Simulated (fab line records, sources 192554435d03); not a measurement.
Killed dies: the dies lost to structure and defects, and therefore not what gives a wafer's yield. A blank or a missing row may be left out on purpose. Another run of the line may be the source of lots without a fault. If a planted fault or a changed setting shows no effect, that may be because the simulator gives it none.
Lot-split experiment :: flow n5 finfet :: 39 wafers read from 7 lots, route of 1938 steps

== ON THE SPLIT ==
At N5_BEOL_M11_ILD_DEP_00 (deposits SiCOH lowk from DEMS/porogen, target thk 308.51 nm, time 58 s), the setting target thk a was moved away from the recipe's 3085.1 angstrom on 12 of the 39 wafers read, by -38.0% to +38.5%. All remaining wafers had this setting at the recipe value.

== SPLIT TO READING: what lies between them in the file, 1 step ==
- N5_BEOL_M11_CURE_71: cures SiCOH lowk, time 240 s

== THE READING ==
At N5_BEOL_M11_THK_MEAS_01: M11_ILD_THK, given in nm. On this fab line, fault-free wafers typically give 268 nm with a standard deviation of 3.6 nm.

wafer: L074.1
tool, chamber at the split: pecvd-01, 0
target thk a as run, angstrom: 3085.1
against the recipe: recipe
M11_ILD_THK, nm: 263
against lot-mates on the recipe: -

wafer: L074.2
tool, chamber at the split: pecvd-01, 1
target thk a as run, angstrom: 3085.1
against the recipe: recipe
M11_ILD_THK, nm: 265
against lot-mates on the recipe: -

wafer: L074.3
tool, chamber at the split: pecvd-01, 2
target thk a as run, angstrom: 3085.1
against the recipe: recipe
M11_ILD_THK, nm: 262
against lot-mates on the recipe: -

wafer: L074.4
tool, chamber at the split: pecvd-01, 0
target thk a as run, angstrom: 3085.1
against the recipe: recipe
M11_ILD_THK, nm: 269
against lot-mates on the recipe: -

wafer: L074.5
tool, chamber at the split: pecvd-01, 2
target thk a as run, angstrom: 3085.1
against the recipe: recipe
M11_ILD_THK, nm: 266
against lot-mates on the recipe: -

wafer: L074.6
tool, chamber at the split: pecvd-01, 1
target thk a as run, angstrom: 3085.1
against the recipe: recipe
M11_ILD_THK, nm: 266
against lot-mates on the recipe: -

wafer: L077.2
tool, chamber at the split: pecvd-04, 0
target thk a as run, angstrom: 3085.1
against the recipe: recipe
M11_ILD_THK, nm: 267
against lot-mates on the recipe: -

wafer: L077.4
tool, chamber at the split: pecvd-04, 1
target thk a as run, angstrom: 3085.1
against the recipe: recipe
M11_ILD_THK, nm: 270
against lot-mates on the recipe: -

wafer: L077.6
tool, chamber at the split: pecvd-04, 2
target thk a as run, angstrom: 3085.1
against the recipe: recipe
M11_ILD_THK, nm: 268
against lot-mates on the recipe: -

wafer: L079.1
tool, chamber at the split: pecvd-02, 2
target thk a as run, angstrom: 3085.1
against the recipe: recipe
M11_ILD_THK, nm: 266
against lot-mates on the recipe: -

wafer: L079.2
tool, chamber at the split: pecvd-02, 1
target thk a as run, angstrom: 2571
against the recipe: -16.7%
M11_ILD_THK, nm: 221
against lot-mates on the recipe: -46

wafer: L079.3
tool, chamber at the split: pecvd-02, 0
target thk a as run, angstrom: 3085.1
against the recipe: recipe
M11_ILD_THK, nm: 264
against lot-mates on the recipe: -

wafer: L079.4
tool, chamber at the split: pecvd-02, 1
target thk a as run, angstrom: 2571
against the recipe: -16.7%
M11_ILD_THK, nm: 226
against lot-mates on the recipe: -41

wafer: L079.5
tool, chamber at the split: pecvd-02, 2
target thk a as run, angstrom: 2571
against the recipe: -16.7%
M11_ILD_THK, nm: 226
against lot-mates on the recipe: -41

wafer: L079.6
tool, chamber at the split: pecvd-02, 0
target thk a as run, angstrom: 3085.1
against the recipe: recipe
M11_ILD_THK, nm: 271
against lot-mates on the recipe: -

wafer: L081.1
tool, chamber at the split: pecvd-04, 2
target thk a as run, angstrom: 2344
against the recipe: -24.0%
M11_ILD_THK, nm: 201
against lot-mates on the recipe: -70

wafer: L081.2
tool, chamber at the split: pecvd-04, 0
target thk a as run, angstrom: 3085.1
against the recipe: recipe
M11_ILD_THK, nm: 268
against lot-mates on the recipe: -

wafer: L081.3
tool, chamber at the split: pecvd-04, 1
target thk a as run, angstrom: 3085.1
against the recipe: recipe
M11_ILD_THK, nm: 271
against lot-mates on the recipe: -

wafer: L081.4
tool, chamber at the split: pecvd-04, 1
target thk a as run, angstrom: 2344
against the recipe: -24.0%
M11_ILD_THK, nm: 205
against lot-mates on the recipe: -66

wafer: L081.5
tool, chamber at the split: pecvd-04, 2
target thk a as run, angstrom: 2344
against the recipe: -24.0%
M11_ILD_THK, nm: 198
against lot-mates on the recipe: -73

wafer: L081.6
tool, chamber at the split: pecvd-04, 0
target thk a as run, angstrom: 3085.1
against the recipe: recipe
M11_ILD_THK, nm: 273
against lot-mates on the recipe: -

wafer: L084.1
tool, chamber at the split: pecvd-01, 0
target thk a as run, angstrom: 3085.1
against the recipe: recipe
M11_ILD_THK, nm: 263
against lot-mates on the recipe: -

wafer: L084.2
tool, chamber at the split: pecvd-01, 1,2
target thk a as run, angstrom: 3085.1
against the recipe: recipe
M11_ILD_THK, nm: 261
against lot-mates on the recipe: -

wafer: L084.3
tool, chamber at the split: pecvd-01, 1,2
target thk a as run, angstrom: 3085.1
against the recipe: recipe
M11_ILD_THK, nm: 261
against lot-mates on the recipe: -

wafer: L084.4
tool, chamber at the split: pecvd-01, 2
target thk a as run, angstrom: 3085.1
against the recipe: recipe
M11_ILD_THK, nm: 266
against lot-mates on the recipe: -

wafer: L084.5
tool, chamber at the split: pecvd-01, 1
target thk a as run, angstrom: 3085.1
against the recipe: recipe
M11_ILD_THK, nm: 266
against lot-mates on the recipe: -

wafer: L084.6
tool, chamber at the split: pecvd-01, 0
target thk a as run, angstrom: 3085.1
against the recipe: recipe
M11_ILD_THK, nm: 267
against lot-mates on the recipe: -

wafer: L085.1
tool, chamber at the split: pecvd-04, 1
target thk a as run, angstrom: 3085.1
against the recipe: recipe
M11_ILD_THK, nm: 265
against lot-mates on the recipe: -

wafer: L085.2
tool, chamber at the split: pecvd-04, 0
target thk a as run, angstrom: 3085.1
against the recipe: recipe
M11_ILD_THK, nm: 263
against lot-mates on the recipe: -

wafer: L085.3
tool, chamber at the split: pecvd-04, 2
target thk a as run, angstrom: 1912
against the recipe: -38.0%
M11_ILD_THK, nm: 160
against lot-mates on the recipe: -105

wafer: L085.4
tool, chamber at the split: pecvd-04, 1
target thk a as run, angstrom: 1912
against the recipe: -38.0%
M11_ILD_THK, nm: 164
against lot-mates on the recipe: -101

wafer: L085.5
tool, chamber at the split: pecvd-04, 2
target thk a as run, angstrom: 1912
against the recipe: -38.0%
M11_ILD_THK, nm: 160
against lot-mates on the recipe: -105

wafer: L085.6
tool, chamber at the split: pecvd-04, 0
target thk a as run, angstrom: 3085.1
against the recipe: recipe
M11_ILD_THK, nm: 268
against lot-mates on the recipe: -

wafer: L094.1
tool, chamber at the split: pecvd-01, 2
target thk a as run, angstrom: 3085.1
against the recipe: recipe
M11_ILD_THK, nm: 267
against lot-mates on the recipe: -

wafer: L094.2
tool, chamber at the split: pecvd-01, 1
target thk a as run, angstrom: 4272
against the recipe: +38.5%
M11_ILD_THK, nm: 371
against lot-mates on the recipe: +103

wafer: L094.3
tool, chamber at the split: pecvd-01, 0
target thk a as run, angstrom: 3085.1
against the recipe: recipe
M11_ILD_THK, nm: 267
against lot-mates on the recipe: -

wafer: L094.4
tool, chamber at the split: pecvd-01, 1
target thk a as run, angstrom: 3085.1
against the recipe: recipe
M11_ILD_THK, nm: 271
against lot-mates on the recipe: -

wafer: L094.5
tool, chamber at the split: pecvd-01, 2
target thk a as run, angstrom: 4272
against the recipe: +38.5%
M11_ILD_THK, nm: 375
against lot-mates on the recipe: +107

wafer: L094.6
tool, chamber at the split: pecvd-01, 0
target thk a as run, angstrom: 4272
against the recipe: +38.5%
M11_ILD_THK, nm: 381
against lot-mates on the recipe: +113
Where a row lists several chambers, the file gives one row for several wafers and doesn't say which wafer went through which chamber.

THE FIT
A straight line over all 39 wafers: M11_ILD_THK changes by +2.77 nm for each +1% of target thk a; r = +1.00; the points scatter about the line by 3.4 nm.
The same after taking each lot's own level away (the mean of its wafers on the recipe; 39 wafers): +2.77 nm for each +1%; r = +1.00; scatter 2.9 nm.
Per that fit: largest target thk a move, reading shift of 1.1e+02 nm.
The span of the lots' own levels, 264.0 to 270.7 nm, comes to 1.9 times the standard deviation stated above.
So the lot-to-lot level changes the slope little: the two slopes agree.
Check: +108 nm against its lot-mates is what the line predicts for one of the wafers moved furthest among these (+38.5%) when that wafer is left out of the fit. Against them it came out at +103 nm.

== ADDITIONAL SPLITS CARRIED BY THESE WAFERS ==
Other splits were also applied to these wafers ahead of the reading. Each is held against what the fit with the lots' levels taken away leaves over:
other split on the same wafers: N5_SD_EPI_P_ETCH_16 target depth a
wafers away from the commonest value: 12
r with M11_ILD_THK (lot level and that fit taken away): +0.40

other split on the same wafers: N5_BEOL_M0_SAQP_PECVD_96 time s
wafers away from the commonest value: 15
r with M11_ILD_THK (lot level and that fit taken away): -0.10

other split on the same wafers: N5_BEOL_M3_ETCH_64 time s
wafers away from the commonest value: 15
r with M11_ILD_THK (lot level and that fit taken away): +0.11

other split on the same wafers: N5_BEOL_M4_ALD_98 ald cycles
wafers away from the commonest value: 12
r with M11_ILD_THK (lot level and that fit taken away): -0.09

other split on the same wafers: N5_BEOL_M5_HM_DEP_02 target thk a
wafers away from the commonest value: 6
r with M11_ILD_THK (lot level and that fit taken away): -0.02

== THE WHOLE CHAIN: every reading that the file lists as answering this split, in the file's order ==
step: N5_BEOL_M11_ILD_DEP_00
what it does: deposits SiCOH lowk from DEMS/porogen, target thk 308.51 nm, time 58 s
reading: SiCOH_lowk_of_BEOL_M11_ILD_DEP_00.thk nm (the simulator's own value, which no gauge read)
change (the file's fit): +3.12 nm for each +1% of the setting
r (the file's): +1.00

step: N5_BEOL_M11_CURE_71
what it does: cures SiCOH lowk, time 240 s
reading: SiCOH_lowk_of_BEOL_M11_ILD_DEP_00.thk nm (the simulator's own value, which no gauge read)
change (the file's fit): +2.76 nm for each +1% of the setting
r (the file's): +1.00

step: N5_BEOL_M11_THK_MEAS_01
what it does: 
reading: M11_ILD_THK
change (the file's fit): +2.76 for each +1% of the setting
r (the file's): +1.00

== FILE'S OWN FIT ==
M11_ILD_THK changes by +2.76 nm for each +1% of target thk a, r = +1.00.
